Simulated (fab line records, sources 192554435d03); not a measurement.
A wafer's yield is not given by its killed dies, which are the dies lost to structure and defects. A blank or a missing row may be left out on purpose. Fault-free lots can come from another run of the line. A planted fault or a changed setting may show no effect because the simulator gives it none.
The tool behind it: which one? | flow n5Finfet | 72 wafers from 24 lots sampled at 6 of the route's 1938 steps

WHAT THE GAUGES SHOWED, per wafer
N5_BEOL_M1_CD_MEAS_28: target cd y 23.3 nm. Usual: cdNm reads 23.92 nm (standard deviation 0.26).
lot  | measured     | on       | cdNm (nm)         | flag
L074 | day 6 02:30  | cdSem-02 | 24.10 23.68 23.86 | 
L075 | day 6 06:11  | cdSem-03 | 23.65 23.70 23.84 | 
L076 | day 6 09:07  | cdSem-02 | 23.85 23.36 24.14 | 
L078 | day 7 00:34  | cdSem-03 | 24.08 24.15 24.18 | 
L077 | day 7 00:55  | cdSem-03 | 24.31 24.45 24.57 | 
L079 | day 7 13:59  | cdSem-01 | 23.57 24.18 23.87 | 
L080 | day 8 03:38  | cdSem-01 | 24.20 23.69 23.72 | 
L081 | day 8 04:33  | cdSem-02 | 24.03 23.60 24.04 | 
L082 | day 8 10:50  | cdSem-01 | 23.87 24.35 23.91 | 
L083 | day 8 18:44  | cdSem-01 | 23.81 23.70 23.67 | 
L085 | day 8 18:52  | cdSem-03 | 24.08 23.90 23.86 | 
L084 | day 8 22:45  | cdSem-02 | 23.99 24.15 23.98 | 
L086 | day 9 02:20  | cdSem-01 | 23.57 23.67 23.57 | 
L088 | day 9 15:20  | cdSem-03 | 23.96 24.00 24.01 | 
L087 | day 9 20:53  | cdSem-03 | 24.50 24.12 24.30 | 
L089 | day 10 06:11 | cdSem-03 | 23.56 23.87 23.85 | 
L090 | day 10 11:55 | cdSem-03 | 24.10 23.58 23.80 | 
L091 | day 10 18:50 | cdSem-03 | 23.89 24.02 23.91 | 
L092 | day 11 05:38 | cdSem-01 | 23.81 23.80 24.24 | 
L094 | day 11 05:58 | cdSem-03 | 23.87 23.65 24.33 | 
L093 | day 11 10:31 | cdSem-01 | 23.99 24.16 23.40 | 
L096 | day 11 14:13 | cdSem-01 | 23.66 23.98 23.96 | 
L095 | day 11 15:01 | cdSem-03 | 23.64 24.05 23.83 | 
L097 | day 12 00:34 | cdSem-01 | 23.85 23.69 23.98 | 

N5_BEOL_M1_OVL_MEAS_29. Usual: V0_OVL typically reads -0.2 nm, with standard deviation 0.7.
lot  | measured     | on         | V0_OVL (nm)    | flag
L074 | day 6 02:32  | overlay-01 | -0.8 -1.7 -0.9 | 
L075 | day 6 06:14  | overlay-02 | 0.1 1.0 -0.6   | 
L076 | day 6 09:09  | overlay-02 | -0.8 -1.0 -0.5 | 
L078 | day 7 00:35  | overlay-02 | -0.3 -0.1 0.3  | 
L077 | day 7 00:57  | overlay-01 | 0.4 0.5 0.9    | 
L079 | day 7 14:01  | overlay-02 | -0.1 -1.4 -0.4 | 
L080 | day 8 03:40  | overlay-01 | -0.2 -1.3 -0.1 | 
L081 | day 8 04:35  | overlay-01 | -0.8 -1.2 -0.7 | 
L082 | day 8 10:52  | overlay-02 | -1.0 -1.0 0.2  | 
L083 | day 8 18:46  | overlay-02 | -0.5 -0.1 -0.4 | 
L085 | day 8 18:54  | overlay-02 | 0.7 0.3 0.2    | 
L084 | day 8 22:47  | overlay-02 | -0.7 0.1 -0.4  | 
L086 | day 9 02:22  | overlay-01 | -0.2 -0.3 -0.2 | 
L088 | day 9 15:23  | overlay-01 | -0.8 0.6 0.4   | 
L087 | day 9 20:55  | overlay-02 | 0.0 -0.1 -0.6  | 
L089 | day 10 06:13 | overlay-01 | -0.5 -0.6 -0.1 | 
L090 | day 10 11:56 | overlay-01 | 0.4 1.8 0.3    | 
L091 | day 10 18:52 | overlay-02 | -0.6 0.6 0.1   | 
L092 | day 11 05:40 | overlay-01 | 0.2 0.8 1.1    | 
L094 | day 11 06:00 | overlay-01 | -0.2 -0.8 -1.1 | 
L093 | day 11 10:33 | overlay-02 | -0.2 0.3 -0.7  | 
L096 | day 11 14:15 | overlay-02 | -0.6 1.0 0.1   | 
L095 | day 11 15:03 | overlay-01 | -1.0 -0.2 -0.8 | 
L097 | day 12 00:36 | overlay-01 | -0.6 0.4 1.4   | 

N5_BEOL_M2_OVL_MEAS_12. Usual: M2_OVL typically reads -0.2 nm, with standard deviation 0.6.
lot  | measured     | on         | M2_OVL (nm)    | flag
L074 | day 7 01:52  | overlay-02 | 0.3 -0.4 0.0   | 
L075 | day 7 04:06  | overlay-01 | 0.5 -0.4 0.3   | 
L076 | day 7 07:05  | overlay-01 | -0.4 -1.0 -0.3 | 
L078 | day 7 11:31  | overlay-02 | 0.1 -0.2 -1.0  | 
L077 | day 7 10:40  | overlay-01 | 0.1 -0.2 -0.8  | 
L079 | day 8 02:49  | overlay-01 | -0.6 -0.6 0.1  | 
L080 | day 8 13:03  | overlay-01 | -0.3 -0.2 -0.7 | 
L081 | day 8 18:33  | overlay-01 | 0.0 0.0 0.3    | 
L082 | day 8 22:38  | overlay-02 | 0.4 0.5 0.4    | 
L083 | day 9 03:02  | overlay-01 | -0.1 0.0 -0.2  | 
L085 | day 9 03:16  | overlay-02 | -0.6 0.0 -0.9  | 
L084 | day 9 09:26  | overlay-02 | 0.3 0.0 0.7    | 
L086 | day 9 14:18  | overlay-01 | -0.7 -0.5 0.3  | 
L088 | day 10 00:37 | overlay-01 | 0.4 -0.7 -0.8  | 
L087 | day 10 12:50 | overlay-01 | 0.0 -0.1 -0.1  | 
L089 | day 10 14:01 | overlay-02 | -0.7 -1.2 -1.2 | 
L090 | day 11 01:38 | overlay-02 | -0.1 0.4 -0.2  | 
L091 | day 11 04:18 | overlay-01 | -0.3 -0.9 -0.6 | 
L092 | day 11 13:38 | overlay-01 | -0.4 0.1 -0.1  | 
L094 | day 11 23:19 | overlay-01 | 0.7 0.3 0.3    | 
L093 | day 11 23:36 | overlay-02 | -1.5 -0.2 -1.3 | 
L096 | day 12 02:27 | overlay-02 | 0.3 -0.2 0.1   | 
L095 | day 12 02:38 | overlay-02 | -1.0 -0.9 -0.9 | 
L097 | day 12 09:53 | overlay-01 | -0.2 0.2 0.4   | 

WHAT TOOL EACH LOT RAN ON (gives the tool, then ch and the chambers of the sampled wafers, and finally the start)
lot  | N5_BEOL_M1_ETCH_77                | N5_BEOL_M1_STRIP_36               | N5_BEOL_M1_TRENCH_ETCH_37
L074 | rieDiel-01 ch 1,2,3, day 6 02:40  | rieDiel-03 ch 0,2, day 6 13:49    | rieDiel-03 ch 0,2, day 7 01:52 or earlier
L075 | rieDiel-02 ch 1,2,3, day 6 06:21  | rieDiel-03 ch 1,2,3, day 6 22:25  | rieDiel-03 ch 1,2,3, day 7 04:06 or earlier
L076 | rieDiel-02 ch 1,2,3, day 6 09:16  | rieDiel-02 ch 0,3, day 6 22:32    | rieDiel-02 ch 0,3, day 7 07:05 or earlier
L078 | rieDiel-03 ch 0,1,2, day 7 00:43  | rieDiel-03 ch 1,2,3, day 7 06:18  | rieDiel-03 ch 1,2,3, day 7 11:31 or earlier
L077 | rieDiel-02 ch 0,1,3, day 7 01:21  | rieDiel-02 ch 1,2,3, day 7 02:58  | rieDiel-02 ch 1,2,3, day 7 10:40 or earlier
L079 | rieDiel-02 ch 1,2,3, day 7 14:08  | rieDiel-03 ch 0,1,3, day 7 17:31  | rieDiel-03 ch 0,1,3, day 8 02:49 or earlier
L080 | rieDiel-01 ch 0,1,3, day 8 04:31  | rieDiel-01 ch 0,1,3, day 8 05:15  | rieDiel-01 ch 0,1,3, day 8 13:03 or earlier
L081 | rieDiel-02 ch 0,1,3, day 8 04:50  | rieDiel-03 ch 1,3, day 8 13:47    | rieDiel-03 ch 1,3, day 8 18:33 or earlier
L082 | rieDiel-02 ch 1,2,3, day 8 11:00  | rieDiel-02 ch 0,1, day 8 17:05    | rieDiel-02 ch 0,1, day 8 22:38 or earlier
L083 | rieDiel-02 ch 0,1,3, day 8 18:54  | rieDiel-01 ch 0,1,3, day 8 21:21  | rieDiel-01 ch 0,1,3, day 9 03:02 or earlier
L085 | rieDiel-03 ch 0,3, day 8 19:01    | rieDiel-02 ch 0,1,3, day 8 21:37  | rieDiel-02 ch 0,1,3, day 9 03:16 or earlier
L084 | rieDiel-02 ch 0,1,3, day 8 22:55  | rieDiel-01 ch 1,2,3, day 9 02:18  | rieDiel-01 ch 1,2,3, day 9 09:26 or earlier
L086 | rieDiel-03 ch 0,2, day 9 02:37    | rieDiel-02 ch 0,3, day 9 08:07    | rieDiel-02 ch 0,3, day 9 14:18 or earlier
L088 | rieDiel-02 ch 0,2,3, day 9 15:30  | rieDiel-02 ch 1,2,3, day 9 18:34  | rieDiel-02 ch 1,2,3, day 10 00:37 or earlier
L087 | rieDiel-03 ch 0,2,3, day 9 21:02  | rieDiel-01 ch 0,1,2, day 10 04:44 | rieDiel-01 ch 0,1,2, day 10 12:50 or earlier
L089 | rieDiel-01 ch 0,2, day 10 06:28   | rieDiel-03 ch 0,1,2, day 10 08:52 | rieDiel-03 ch 0,1,2, day 10 14:01 or earlier
L090 | rieDiel-01 ch 0,1,3, day 10 12:33 | rieDiel-03 ch 0,2,3, day 10 17:06 | rieDiel-03 ch 0,2,3, day 11 01:38 or earlier
L091 | rieDiel-03 ch 0,1,3, day 10 19:13 | rieDiel-01 ch 0,1, day 10 22:26   | rieDiel-01 ch 0,1, day 11 04:18 or earlier
L092 | rieDiel-02 ch 0,2, day 11 05:51   | rieDiel-01 ch 0,3, day 11 08:56   | rieDiel-01 ch 0,3, day 11 13:38 or earlier
L094 | rieDiel-02 ch 0,2,3, day 11 06:08 | rieDiel-02 ch 0,3, day 11 15:22   | rieDiel-02 ch 0,3, day 11 23:19 or earlier
L093 | rieDiel-02 ch 0,3, day 11 10:40   | rieDiel-02 ch 0,1, day 11 17:40   | rieDiel-02 ch 0,1, day 11 23:36 or earlier
L096 | rieDiel-03 ch 0,2,3, day 11 14:23 | rieDiel-02 ch 0,1, day 11 19:11   | rieDiel-02 ch 0,1, day 12 02:27 or earlier
L095 | rieDiel-03 ch 0,3, day 11 15:11   | rieDiel-03 ch 0,2, day 11 19:22   | rieDiel-03 ch 0,2, day 12 02:38 or earlier
L097 | rieDiel-03 ch 0,1, day 12 00:43   | rieDiel-01 ch 0,3, day 12 04:49   | rieDiel-01 ch 0,3, day 12 09:53 or earlier
- N5_BEOL_M1_ETCH_77: etches underlayer in N2/H2, target depth 6.5 nm, time 5.2 s.
- N5_BEOL_M1_STRIP_36: strips in N2/H2.
- N5_BEOL_M1_TRENCH_ETCH_37: etches SiOC in C4F6/O2, target depth 55.207 nm, time 29 s.

WHAT THE TOOLS THEMSELVES READ (means of the sampled wafers that have a number; where no wafer has one, the mark that the record gives instead)
N5_BEOL_M1_ETCH_77. Usual: drypumpMotorCurrentA 5.6 A, standard deviation 0.33; etchRfOnTimeS 5.27 s, standard deviation 0.17; oesProductAu 0.66 a.u., standard deviation 0.074; rfVppV 523.5 V, standard deviation 2.3; showerheadPlenumPTorr 2.53 Torr, standard deviation 0.079; throttleValvePct 17.92 %, standard deviation 0.29.
lot  | tool       | drypumpMotorCurrentA (A) | etchRfOnTimeS (s) | oesProductAu (a.u.) | rfVppV (V) | showerheadPlenumPTorr (Torr) | throttleValvePct (%) | flag
L074 | rieDiel-01 | 5.8                      | 5.08              | 0.65                | 523.1      | 2.51                         | 18.00                | 
L075 | rieDiel-02 | 5.6                      | 5.31              | 0.67                | 523.3      | 2.52                         | 17.80                | 
L076 | rieDiel-02 | 5.6                      | 5.32              | 0.67                | 523.3      | 2.52                         | 17.80                | 
L078 | rieDiel-03 | 5.5                      | 5.29              | 0.61                | 524.1      | 2.56                         | 18.37                | 
L077 | rieDiel-02 | 5.5                      | 5.27              | 0.65                | 523.1      | 2.54                         | 17.84                | 
L079 | rieDiel-02 | 5.6                      | 5.32              | 0.66                | 523.4      | 2.51                         | 17.81                | 
L080 | rieDiel-01 | 5.9                      | 5.09              | 0.64                | 522.0      | 2.46                         | 18.01                | 
L081 | rieDiel-02 | 5.5                      | 5.22              | 0.73                | 523.8      | 2.54                         | 17.71                | 
L082 | rieDiel-02 | 5.6                      | 5.32              | 0.65                | 521.3      | 2.51                         | 17.83                | 
L083 | rieDiel-02 | 5.5                      | 5.25              | 0.72                | 523.9      | 2.53                         | 17.72                | 
L085 | rieDiel-03 | 5.3                      | 5.41              | 0.63                | 524.5      | 2.58                         | 18.14                | 
L084 | rieDiel-02 | 5.5                      | 5.27              | 0.72                | 523.5      | 2.53                         | 17.73                | 
L086 | rieDiel-03 | 5.5                      | 5.21              | 0.71                | 524.1      | 2.59                         | 18.16                | 
L088 | rieDiel-02 | 5.6                      | 5.36              | 0.70                | 524.5      | 2.57                         | 17.65                | 
L087 | rieDiel-03 | 5.5                      | 5.29              | 0.70                | 523.4      | 2.52                         | 18.08                | 
L089 | rieDiel-01 | 6.2                      | 5.14              | 0.63                | 526.6      | 2.60                         | 17.65                | 
L090 | rieDiel-01 | 5.9                      | 5.05              | 0.63                | 520.7      | 2.45                         | 18.05                | 
L091 | rieDiel-03 | 5.2                      | 5.33              | 0.60                | 523.2      | 2.53                         | 18.23                | 
L092 | rieDiel-02 | 5.7                      | 5.35              | 0.72                | 524.7      | 2.58                         | 17.66                | 
L094 | rieDiel-02 | 5.6                      | 5.30              | 0.69                | 524.5      | 2.56                         | 17.67                | 
L093 | rieDiel-02 | 5.4                      | 5.14              | 0.72                | 524.8      | 2.57                         | 17.56                | 
L096 | rieDiel-03 | 5.5                      | 5.27              | 0.67                | 523.8      | 2.51                         | 18.10                | 
L095 | rieDiel-03 | 5.3                      | 5.41              | 0.61                | 524.2      | 2.57                         | 18.20                | 
L097 | rieDiel-03 | 5.3                      | 5.21              | 0.69                | 524.7      | 2.60                         | 18.22                | 

N5_BEOL_M1_STRIP_36. Usual: biasPowerW 6.998 W, standard deviation 0.021; drypumpMotorCurrentA 5.6 A, standard deviation 0.38; oesProductAu 0.76 a.u., standard deviation 0.076; rfVppV 59.1 V, standard deviation 1.5; showerheadPlenumPTorr 2.52 Torr, standard deviation 0.084; throttleValvePct 23.7 %, standard deviation 0.4.
lot  | tool       | biasPowerW (W) | drypumpMotorCurrentA (A) | oesProductAu (a.u.) | rfVppV (V) | showerheadPlenumPTorr (Torr) | throttleValvePct (%) | flag
L074 | rieDiel-03 | 6.992          | 5.7                      | 0.71                | 57.6       | 2.54                         | 24.2                 | 
L075 | rieDiel-03 | 7.001          | 5.4                      | 0.71                | 59.6       | 2.48                         | 24.1                 | 
L076 | rieDiel-02 | 6.986          | 5.4                      | 0.77                | 60.6       | 2.57                         | 23.3                 | 
L078 | rieDiel-03 | 7.006          | 5.4                      | 0.72                | 59.8       | 2.48                         | 24.1                 | 
L077 | rieDiel-02 | 6.994          | 5.6                      | 0.79                | 58.3       | 2.51                         | 23.5                 | 
L079 | rieDiel-03 | 7.000          | 5.2                      | 0.72                | 59.1       | 2.54                         | 24.0                 | 
L080 | rieDiel-01 | 7.008          | 5.9                      | 0.73                | 59.8       | 2.45                         | 23.9                 | 
L081 | rieDiel-03 | 6.996          | 5.1                      | 0.70                | 59.4       | 2.49                         | 24.1                 | 
L082 | rieDiel-02 | 6.987          | 5.6                      | 0.83                | 57.9       | 2.49                         | 23.6                 | 
L083 | rieDiel-01 | 7.000          | 5.9                      | 0.73                | 59.2       | 2.45                         | 23.9                 | 
L085 | rieDiel-02 | 7.006          | 5.5                      | 0.83                | 58.5       | 2.53                         | 23.5                 | 
L084 | rieDiel-01 | 7.008          | 5.8                      | 0.74                | 59.1       | 2.49                         | 23.9                 | 
L086 | rieDiel-02 | 6.970          | 5.5                      | 0.90                | 59.2       | 2.59                         | 23.3                 | 
L088 | rieDiel-02 | 6.989          | 5.6                      | 0.77                | 59.5       | 2.50                         | 23.5                 | 
L087 | rieDiel-01 | 7.015          | 5.9                      | 0.73                | 59.3       | 2.53                         | 23.6                 | 
L089 | rieDiel-03 | 6.989          | 5.5                      | 0.78                | 58.4       | 2.55                         | 24.1                 | 
L090 | rieDiel-03 | 6.996          | 5.5                      | 0.80                | 59.9       | 2.51                         | 23.9                 | 
L091 | rieDiel-01 | 6.991          | 5.7                      | 0.74                | 59.0       | 2.45                         | 23.8                 | 
L092 | rieDiel-01 | 6.991          | 6.2                      | 0.70                | 56.8       | 2.43                         | 24.0                 | 
L094 | rieDiel-02 | 6.984          | 5.4                      | 0.84                | 59.1       | 2.56                         | 23.3                 | 
L093 | rieDiel-02 | 7.003          | 5.6                      | 0.85                | 59.2       | 2.54                         | 23.5                 | 
L096 | rieDiel-02 | 7.027          | 5.6                      | 0.86                | 59.1       | 2.54                         | 23.5                 | 
L095 | rieDiel-03 | 7.012          | 5.6                      | 0.78                | 58.9       | 2.58                         | 24.0                 | 
L097 | rieDiel-01 | 7.016          | 6.3                      | 0.69                | 59.6       | 2.46                         | 23.6                 | 

N5_BEOL_M1_TRENCH_ETCH_37. Usual: drypumpMotorCurrentA 5.6 A, standard deviation 0.38; oesProductAu 0.76 a.u., standard deviation 0.076; rfVppV 664 V, standard deviation 16; showerheadPlenumPTorr 2.82 Torr, standard deviation 0.087; throttleValvePct 20.93 %, standard deviation 0.27.
lot  | tool       | drypumpMotorCurrentA (A) | oesProductAu (a.u.) | rfVppV (V) | showerheadPlenumPTorr (Torr) | throttleValvePct (%) | flag
L074 | rieDiel-03 | 5.7                      | 0.72                | 658        | 2.82                         | 21.15                | 
L075 | rieDiel-03 | 5.4                      | 0.71                | 648        | 2.77                         | 21.16                | 
L076 | rieDiel-02 | 5.4                      | 0.79                | 674        | 2.90                         | 20.76                | 
L078 | rieDiel-03 | 5.4                      | 0.71                | 648        | 2.77                         | 21.16                | 
L077 | rieDiel-02 | 5.6                      | 0.78                | 663        | 2.83                         | 20.93                | 
L079 | rieDiel-03 | 5.2                      | 0.73                | 656        | 2.83                         | 21.12                | 
L080 | rieDiel-01 | 5.9                      | 0.74                | 674        | 2.75                         | 20.94                | 
L081 | rieDiel-03 | 5.1                      | 0.70                | 649        | 2.79                         | 21.22                | 
L082 | rieDiel-02 | 5.6                      | 0.82                | 658        | 2.80                         | 20.99                | 
L083 | rieDiel-01 | 5.9                      | 0.74                | 674        | 2.74                         | 20.94                | 
L085 | rieDiel-02 | 5.5                      | 0.84                | 666        | 2.85                         | 20.84                | 
L084 | rieDiel-01 | 5.8                      | 0.74                | 669        | 2.78                         | 20.92                | 
L086 | rieDiel-02 | 5.5                      | 0.89                | 672        | 2.91                         | 20.65                | 
L088 | rieDiel-02 | 5.6                      | 0.76                | 663        | 2.82                         | 20.97                | 
L087 | rieDiel-01 | 5.9                      | 0.74                | 681        | 2.81                         | 20.67                | 
L089 | rieDiel-03 | 5.5                      | 0.79                | 661        | 2.83                         | 21.07                | 
L090 | rieDiel-03 | 5.5                      | 0.81                | 653        | 2.80                         | 20.97                | 
L091 | rieDiel-01 | 5.7                      | 0.74                | 689        | 2.74                         | 20.83                | 
L092 | rieDiel-01 | 6.2                      | 0.71                | 659        | 2.74                         | 21.12                | 
L094 | rieDiel-02 | 5.5                      | 0.85                | 673        | 2.89                         | 20.69                | 
L093 | rieDiel-02 | 5.6                      | 0.86                | 664        | 2.86                         | 20.81                | 
L096 | rieDiel-02 | 5.6                      | 0.86                | 665        | 2.86                         | 20.81                | 
L095 | rieDiel-03 | 5.6                      | 0.79                | 666        | 2.86                         | 21.03                | 
L097 | rieDiel-01 | 6.3                      | 0.71                | 671        | 2.76                         | 20.86                | 

THE ANSWER, worked out from the rows above alone
Rule: lot off if the mean of its wafers having a number is beyond 3 standard deviations from the usual mean. A lot without any number at a reading at which 4 lots or more have one is off too. Where the step has rows for the other lots, those lots are counted as sound. After the gauges, taken in route order, come the tools' own readings; for these a lot's mean is taken, as printed above. The first step at which some lot is off is used, and at that step the reading that is off furthest; a lot without a number counts as furthest.
Nothing can be told from this: no lot is off at any reading shown.

WHAT THE SIMULATOR HAD PUT IN
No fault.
